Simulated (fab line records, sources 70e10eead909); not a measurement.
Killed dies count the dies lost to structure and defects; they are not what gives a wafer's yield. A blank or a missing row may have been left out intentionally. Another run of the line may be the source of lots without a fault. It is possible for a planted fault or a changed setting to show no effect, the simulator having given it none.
fab line records    flow nandHarc
record: lots: 13  wafers: 39  lastDay: 33
route steps=1302 shown A_DECK1_JOINT@520 THIN_TSV@1259 END@1302
lots that met no fault: from a run of the same line without faults
startH: hours from the record's first day to the start of the lot's first wafer shown    waitH: time in hours since the lot's previous step    " as in the row above    L1.1+2: a single row standing in for several wafers    - no value present, or no start provided    * or withheld: withheld    < > ~ a bound
route shown NAME@n: names a module that has steps shown in the file, with the first one's number in the route    usual: the fault-free wafers' mean and standard deviation    same: alike in all rows    chamber/n: place in a boat    sites: the reading at each site    _std_site: the standard deviation of these    _edge_site: inner sites' mean taken away from outer sites' mean    radiusMm: for every site, how far away it sits from the centre of the wafer    mask NAME#n: copy n    behind: tool/chamber where the wafer was last shaped    hold: why the lot was held/for how many hours/how that ended    device: whichever transistor did not switch (one of n, p or np)    end of line: at the end of the route, the tests of the same wafers    a step given without rows: its recipe and nothing more    killed: count of dies lost to structure and defects at first sort (not the wafer's yield)    map: a wafer's dies, marking killed ones x, the rest . and places with no die _
set.NAME: the setting the step ran with; set.NAME@STEP: the setting that earlier step ran with    model.NAME: the simulator's own value behind a step, which no gauge read
a sample of lots followed through the steps of the route, with each step as a table and each wafer as a row
services: from which hour (startH, from the record's first day; less than 0 if before it) a tool's chamber was out of use, for how many hours, and why
== steps ==
step: NHARC_A_DECK1_JOINT_ETCH_19
recipe: tempC: 25  targetDepthA: 30  chemistry: TMAH  material: poly-Si
usual: bathHeatDutyPct: 6.4/0.73
lot.wafer  tool         chamber  startH  waitH  bathHeatDutyPct
L965.1     wetBench-01  5        248.51  0.0    7.0
L965.6     "            1        "       "      6.2
L965.5     "            2        "       "      5.4
L966.6     wetBench-07  6        259.02  0.0    7.8
L966.1     "            7        "       "      6.6
L966.5     "            0        "       "      5.0
L967.3     wetBench-02  2        266.96  0.0    6.3
L967.6     "            4        "       "      6.4
L967.5     "            5        "       "      7.0
L970.2     wetBench-07  6        280.26  0.0    5.7
L970.5     "            0        "       "      6.1
L970.1     "            1        "       "      7.5
L969.5     wetBench-02  5        280.27  0.0    5.3
L969.4     "            7        "       "      7.0
L969.1     "            0        "       "      5.1
L971.3     wetBench-01  0        292.87  0.0    6.1
L971.2     "            1        "       "      7.1
L971.4     "            2        "       "      6.3
L972.3     wetBench-01  5        317.68  0.0    6.2
L972.4     "            6        "       "      6.6
L972.6     "            7        "       "      5.5
L974.2     wetBench-07  3        328.79  0.0    6.8
L974.5     "            4        "       "      6.8
L974.1     "            6        "       "      7.0
L976.6     wetBench-07  3        348.58  0.0    8.0
L976.5     "            4        "       "      7.4
L976.4     "            7        "       "      5.5
L977.3     wetBench-02  3        358.71  0.0    6.6
L977.6     "            6        "       "      6.7
L977.5     "            7        "       "      8.3
L980.6     wetBench-01  3        386.26  0.0    4.9
L980.1     "            4        "       "      5.9
L980.4     "            5        "       "      7.1
L982.6     wetBench-02  7        400.53  0.0    7.8
L982.1     "            0        "       "      5.8
L982.3     "            1        "       "      6.4
L987.3     wetBench-02  4        467.64  0.1    6.8
L987.5     "            5        "       "      6.0
L987.4     "            6        "       "      6.2
step: NHARC_THIN_TSV_CD_MEAS_12
recipe: targetCdNm: 1000  landingEnergyEv: 500
usual: cdNm: 1000.4/1.6
lot.wafer  tool      chamber  startH  waitH  cdNm
L965.1     cdSem-02  0        556.29  -      1000.7
L965.5     "         0        "       "      1000.5
L965.6     "         0        "       "      1000.7
L966.1     cdSem-02  0        564.74  -      1001.7
L966.5     "         0        "       "      999.5
L966.6     "         0        "       "      1001.5
L967.3     cdSem-03  0        577.35  -      1001.0
L967.5     "         0        "       "      999.4
L967.6     "         0        "       "      1001.3
L970.1     cdSem-03  0        583.03  -      998.1
L970.2     "         0        "       "      997.0
L970.5     "         0        "       "      999.7
L969.1     cdSem-02  0        584.25  -      1001.3
L969.4     "         0        "       "      1001.5
L969.5     "         0        "       "      1000.0
L971.2     cdSem-02  0        599.86  -      997.8
L971.3     "         0        "       "      1000.1
L971.4     "         0        "       "      998.6
L972.3     cdSem-01  0        631.62  -      998.7
L972.4     "         0        "       "      998.7
L972.6     "         0        "       "      1001.0
L974.1     cdSem-01  0        635.31  -      1000.1
L974.2     "         0        "       "      999.4
L974.5     "         0        "       "      997.4
L977.3     cdSem-01  0        656.44  -      1002.0
L977.5     "         0        "       "      1000.1
L977.6     "         0        "       "      1005.9
L976.4     cdSem-02  0        664.55  -      1002.3
L976.5     "         0        "       "      1001.3
L976.6     "         0        "       "      1000.7
L980.1     cdSem-03  0        680.92  -      1000.5
L980.4     "         0        "       "      1000.1
L980.6     "         0        "       "      1001.6
L982.1     cdSem-02  0        700.40  -      1003.3
L982.3     "         0        "       "      1000.1
L982.6     "         0        "       "      1001.0
L987.3     cdSem-01  0        765.85  -      1000.7
L987.4     "         0        "       "      1000.4
L987.5     "         0        "       "      1001.8
step: NHARC_THIN_TSV_CMP_21
recipe: tOverpolishS: 30  targetThkNm: 2000
usual: motorCurrentA: 12.4/1.9  overpolishRunS: 30.000/0.0094
lot.wafer  tool    chamber  startH  waitH  motorCurrentA  overpolishRunS
L965.1     cmp-04  2        560.80  -      11.1           29.995
L965.6     "       0        "       "      11.2           30.007
L965.5     "       1        "       "      13.2           30.005
L966.1     cmp-02  0        569.16  -      12.2           29.998
L966.6     "       2        "       "      11.1           29.994
L966.5     "       3        "       "      11.5           29.993
L967.3     cmp-04  3        581.70  -      12.2           30.009
L967.6     "       1        "       "      11.9           30.005
L967.5     "       2        "       "      12.0           29.993
L970.1     cmp-03  3        587.43  -      17.3           29.992
L970.2     "       0        "       "      11.6           29.994
L970.5     "       3        "       "      17.6           30.013
L969.1     cmp-02  3        588.57  -      11.5           29.994
L969.4     "       1        "       "      12.4           30.015
L969.5     "       3        "       "      11.4           29.992
L971.3     cmp-03  2        608.58  -      12.9           30.000
L971.4     "       3        "       "      18.7           30.008
L971.2     "       0        "       "      11.9           29.994
L972.3     cmp-04  3        635.97  -      12.4           29.994
L972.4     "       2        "       "      12.3           30.013
L972.6     "       0        "       "      11.9           29.999
L974.2     cmp-04  3        639.76  -      12.0           30.004
L974.1     "       1        "       "      12.5           30.012
L974.5     "       3        "       "      12.1           29.996
L977.3     cmp-03  2        660.96  -      12.9           30.000
L977.6     "       3        "       "      16.4           30.007
L977.5     "       0        "       "      11.5           30.009
L976.4     cmp-03  2        668.92  -      12.4           29.992
L976.6     "       3        "       "      17.2           30.007
L976.5     "       0        "       "      11.0           30.004
L980.1     cmp-02  0        685.25  -      12.3           30.003
L980.4     "       2        "       "      10.5           29.984
L980.6     "       0        "       "      12.1           30.002
L982.1     cmp-03  3        704.74  -      17.8           29.999
L982.3     "       0        "       "      11.7           30.011
L982.6     "       2        "       "      12.4           30.013
L987.4     cmp-03  3        770.16  -      18.1           29.998
L987.3     "       0        "       "      11.4           29.994
L987.5     "       3        "       "      17.7           30.026
step: NHARC_THIN_TSV_CD_MEAS_37
usual: cdNm: 4999.6/2.8
lot.wafer  tool      chamber  startH  waitH  cdNm
L965.1     cdSem-03  -        563.67  -      5004.8
L965.5     "         -        "       "      5001.4
L965.6     "         -        "       "      5003.5
L966.1     cdSem-01  -        572.13  -      5001.8
L966.5     "         -        "       "      4998.8
L966.6     "         -        "       "      5000.4
L967.3     cdSem-01  -        584.69  -      4996.9
L967.5     "         -        "       "      4994.9
L967.6     "         -        "       "      5000.8
L970.1     cdSem-02  -        590.48  -      4999.3
L970.2     "         -        "       "      4997.4
L970.5     "         -        "       "      4995.1
L969.1     cdSem-03  -        591.62  -      5000.5
L969.4     "         -        "       "      5002.8
L969.5     "         -        "       "      4998.4
L971.2     cdSem-02  -        611.49  -      4999.2
L971.3     "         -        "       "      4999.5
L971.4     "         -        "       "      4999.7
L972.3     cdSem-01  -        638.90  -      4998.7
L972.4     "         -        "       "      4997.7
L972.6     "         -        "       "      5000.5
L974.1     cdSem-02  -        642.82  -      5000.9
L974.2     "         -        "       "      4997.8
L974.5     "         -        "       "      4996.9
L977.3     cdSem-01  -        663.92  -      4999.6
L977.5     "         -        "       "      4997.7
L977.6     "         -        "       "      5005.2
L976.4     cdSem-02  -        671.82  -      5001.5
L976.5     "         -        "       "      5000.4
L976.6     "         -        "       "      4996.8
L980.1     cdSem-02  -        688.13  -      4995.6
L980.4     "         -        "       "      4998.7
L980.6     "         -        "       "      4999.9
L982.1     cdSem-02  -        707.72  -      5006.4
L982.3     "         -        "       "      4999.7
L982.6     "         -        "       "      4998.9
L987.3     cdSem-01  -        773.19  -      5000.4
L987.4     "         -        "       "      5001.5
L987.5     "         -        "       "      5003.2
step: NHARC_END_SORT_01
recipe: tempC: 25
usual: killedAtArray: 50/20  killedAtOther: 1.2/1.5  killedAtPeriphery: 3.6/2.6  killedDies: 55/20  killedOpen: 3.4/2  killedShort: 2.7/1.6
same: grossDies: 677
lot.wafer  tool       chamber  startH  waitH  killedAtArray  killedAtOther  killedAtPeriphery  killedDies  killedOpen  killedShort
L977.3     prober-01  0        673.86  3.1    40             0              4                  44          3           8
L977.5     prober-01  0        675.45  3.7    30             1              4                  35          4           2
L977.6     prober-01  0        676.24  4.0    19             0              4                  23          2           5
L987.3     prober-01  0        782.35  3.1    140            0              5                  145         2           3
L987.4     prober-01  0        783.15  3.4    137            1              8                  146         6           0
L987.5     prober-01  0        783.95  3.7    134            0              0                  134         1           1
killed by level:class
L977.3 A_CHANNEL_HOLE_D1:chamberFilmFlake=12 A_CONTACT:chamberFilmFlake=10 A_SLIT:chamberFilmFlake=4 A_CHANNEL_HOLE_D2:chamberFilmFlake=4 A_ONON_D1:geometricParticle:short=3 A_DECK1_JOINT:geometricParticle:short=2 P_ZERO_WELL:geometricParticle:short=1 P_M0:geometricParticle:open=1
L977.5 A_CHANNEL_HOLE_D2:chamberFilmFlake=15 A_CHANNEL_HOLE_D1:chamberFilmFlake=5 A_CHANNEL_FILL_D2:chamberFilmFlake=2 A_CONTACT:chamberFilmFlake=2 P_CONTACT:geometricParticle:short=1 P_CONTACT:geometricParticle:open=1 P_M2:geometricParticle:open=1 A_ONON_D1:geometricParticle:short=1
L977.6 A_CHANNEL_HOLE_D2:chamberFilmFlake=7 A_CONTACT:chamberFilmFlake=7 P_M0:geometricParticle:short=2 P_CONTACT:geometricParticle:open=1 A_ONON_D1:geometricParticle:short=1 A_CHANNEL_FILL_D1:geometricParticle:short=1 A_STAIRCASE:geometricParticle:open=1 A_WL_FILL:geometricParticle:short=1
L987.3 A_DECK1_JOINT:unspecified=94 A_CHANNEL_HOLE_D1:chamberFilmFlake=17 A_SLIT:chamberFilmFlake=9 A_STAIRCASE:chamberFilmFlake=6 A_CONTACT:chamberFilmFlake=4 P_BONDPAD:chamberFilmFlake=3 A_SGD_CUT:chamberFilmFlake=3 A_CHANNEL_FILL_D1:chamberFilmFlake=2
L987.4 A_DECK1_JOINT:unspecified=102 A_SLIT:chamberFilmFlake=9 A_CHANNEL_HOLE_D1:chamberFilmFlake=6 A_STAIRCASE:chamberFilmFlake=6 P_BONDPAD:chamberFilmFlake=5 A_CONTACT:chamberFilmFlake=4 A_DECK1_JOINT:chamberFilmFlake=3 A_M1:geometricParticle:open=2
L987.5 A_DECK1_JOINT:unspecified=88 A_CHANNEL_HOLE_D1:chamberFilmFlake=19 A_SGD_CUT:chamberFilmFlake=9 A_STAIRCASE:chamberFilmFlake=6 A_SLIT:chamberFilmFlake=6 A_CONTACT:chamberFilmFlake=2 A_CHANNEL_HOLE_D2:geometricParticle:short=1 A_CONTACT:geometricParticle:open=1
== services ==
tool         chamber  startH  hours  kind
cmp-04       -        226.07  4.0    pm
wetBench-02  -        244.00  8.0    pm
cmp-03       -        252.24  0.4    repair
cmp-03       -        260.07  4.0    pm
wetBench-01  -        277.66  8.0    pm
cmp-04       -        284.10  4.7    repair
cmp-04       -        315.89  1.5    repair
cmp-04       -        324.19  4.0    pm
wetBench-07  -        336.00  8.0    pm
cmp-04       -        337.83  2.2    repair
cmp-03       -        358.20  4.0    pm
cmp-04       -        361.22  7.4    repair
cmp-03       -        417.03  0.4    repair
wetBench-02  -        420.00  8.0    pm
cmp-03       -        434.84  0.5    repair
cmp-03       -        456.20  4.0    pm
cmp-03       -        469.71  2.4    repair
cmp-03       -        554.20  4.0    pm
cmp-03       -        584.34  1.1    repair
wetBench-02  -        596.00  8.0    pm
cmp-03       -        601.93  0.9    repair
cmp-03       -        641.63  0.5    repair
cmp-03       -        652.20  4.0    pm
cmp-03       -        750.25  4.0    pm
== key ==
firstSign: step: NHARC_END_SORT_01  reading: killedAtArray  direction: up  sigmas: 4.4  usual: 50  struck: 137
effect: step: NHARC_END_SORT_01  reading: killedDies  direction: up  sigmas: 4.4  usual: 55  struck: 142
moreKillsBornAt: NHARC_A_DECK1_JOINT_ETCH_19@wetBench-02: 284
metAt NHARC_A_DECK1_JOINT_ETCH_19
struckLots L987
testerLeftOut L987
notActingAt NHARC_THIN_TSV_CD_MEAS_12,NHARC_THIN_TSV_CMP_21,NHARC_THIN_TSV_CD_MEAS_37
onsetBetween 400.53 467.64
alsoFits time
fault: kind: chamberParticleSource  tool: wetBench-02  chamber: -  onsetH: 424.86  steps: NHARC_A_DECK1_JOINT_ETCH_19  ratePerVisitCm2: 1.5984  endH: 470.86
testerLeftOut: of these lots the tester's yield and bins aren't shown, on N5 and GAA mostly nor the transistor test; their killed dies are dies lost to structure and defects alone, not to doping, threshold or leakage, so they don't give the yield
